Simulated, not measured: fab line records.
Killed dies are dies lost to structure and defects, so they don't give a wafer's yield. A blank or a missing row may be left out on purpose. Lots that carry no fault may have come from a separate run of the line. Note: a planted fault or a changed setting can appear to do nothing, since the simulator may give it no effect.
Which of the tools did it? + flow nand harc + 18 wafers from 6 lots sampled at 4 of the route's 1302 steps

## WHAT THE GAUGES READ, wafer by wafer
NHARC_P_ZERO_WELL_CD_MEAS_52: the cd target is 2000 nm.
| lot  | measured     | on        | cd nm (nm)           |
|------|--------------|-----------|----------------------|
| L710 | day 1 21:46  | cd sem-01 | 1999.2 1998.4 1997.7 |
| L714 | day 3 14:20  | cd sem-03 | - - -                |
| L723 | day 7 07:21  | cd sem-01 | 2000.6 2000.3 2000.1 |
| L726 | day 8 13:39  | cd sem-03 | 2001.3 2001.2 2000.5 |
| L728 | day 9 09:31  | cd sem-02 | 1999.1 1998.9 2000.1 |
| L730 | day 10 05:24 | cd sem-01 | 2000.3 2000.4 1999.0 |

## WHICH TOOL RAN EACH LOT (tool, then ch and the chambers of the sampled wafers, then the start)
| lot  | NHARC_P_ZERO_WELL_ETCH_62                     | NHARC_P_ZERO_WELL_DESCUM_39       | NHARC_P_ZERO_WELL_EXPOSE_49       |
|------|-----------------------------------------------|-----------------------------------|-----------------------------------|
| L710 | rie diel-03 ch 2,3, day 1 20:17 or earlier    | rie diel-04 ch 0,3, day 1 20:17   | krf scanner-04 ch 0, day 1 21:37  |
| L714 | rie diel-04 ch 2,3, day 3 12:53 or earlier    | rie diel-05 ch 0,1,2, day 3 12:53 | krf scanner-03 ch 0, day 3 14:11  |
| L723 | rie diel-03 ch 1,2, day 7 06:00 or earlier    | rie diel-04 ch 2,3, day 7 06:00   | krf scanner-03 ch 0, day 7 07:12  |
| L726 | rie diel-05 ch 0,1,3, day 8 12:11 or earlier  | rie diel-05 ch 1,2, day 8 12:11   | krf scanner-03 ch 0, day 8 13:29  |
| L728 | rie diel-04 ch 2,3, day 9 08:04 or earlier    | rie diel-05 ch 0,1,3, day 9 08:04 | krf scanner-02 ch 0, day 9 09:22  |
| L730 | rie diel-03 ch 0,1,2, day 10 04:02 or earlier | rie diel-04 ch 1,3, day 10 04:02  | krf scanner-03 ch 0, day 10 05:14 |
- NHARC_P_ZERO_WELL_ETCH_62: etches the open film in CHF3/Ar, target depth 13 nm, time 6.5 s.
- NHARC_P_ZERO_WELL_DESCUM_39: chemistry O2, time 3 s.
- NHARC_P_ZERO_WELL_EXPOSE_49: exposes mask P HVPW, target cd 2000 nm.

## THE ANSWER, worked out from the rows above alone
Rule: the usual values come from the lots themselves. The widest of any qualifying gaps counts: lots, ordered by their means at a reading, are off when they make up no more than a third of the lots, leave a main group of 4 or more, and stand apart from it by 3 or more times the standard deviation of that group's means. A main group whose means are all the same, to the digits that the tables above print for the reading, isn't used. Also off: a lot with no number at a reading for which 4 or more lots have one. The other lots that the step has rows for count as sound.
Off: L714, at NHARC_P_ZERO_WELL_CD_MEAS_52 (cd nm). Without a number there: L714. For the main group the mean is 1999.8 nm and the standard deviation 0.87.
If a tool, at a process step before that reading, ran all the lots that are off and no sound lot after the first of them, it fits. Gauges at NHARC_P_ZERO_WELL_CD_MEAS_52: tried the same way as those tools. NHARC_P_ZERO_WELL_ETCH_62: start missing for some lots; hours and lot order therefore follow NHARC_P_ZERO_WELL_DESCUM_39. Of those tried, none fits.

## WHAT WAS PUT IN BY THE SIMULATOR
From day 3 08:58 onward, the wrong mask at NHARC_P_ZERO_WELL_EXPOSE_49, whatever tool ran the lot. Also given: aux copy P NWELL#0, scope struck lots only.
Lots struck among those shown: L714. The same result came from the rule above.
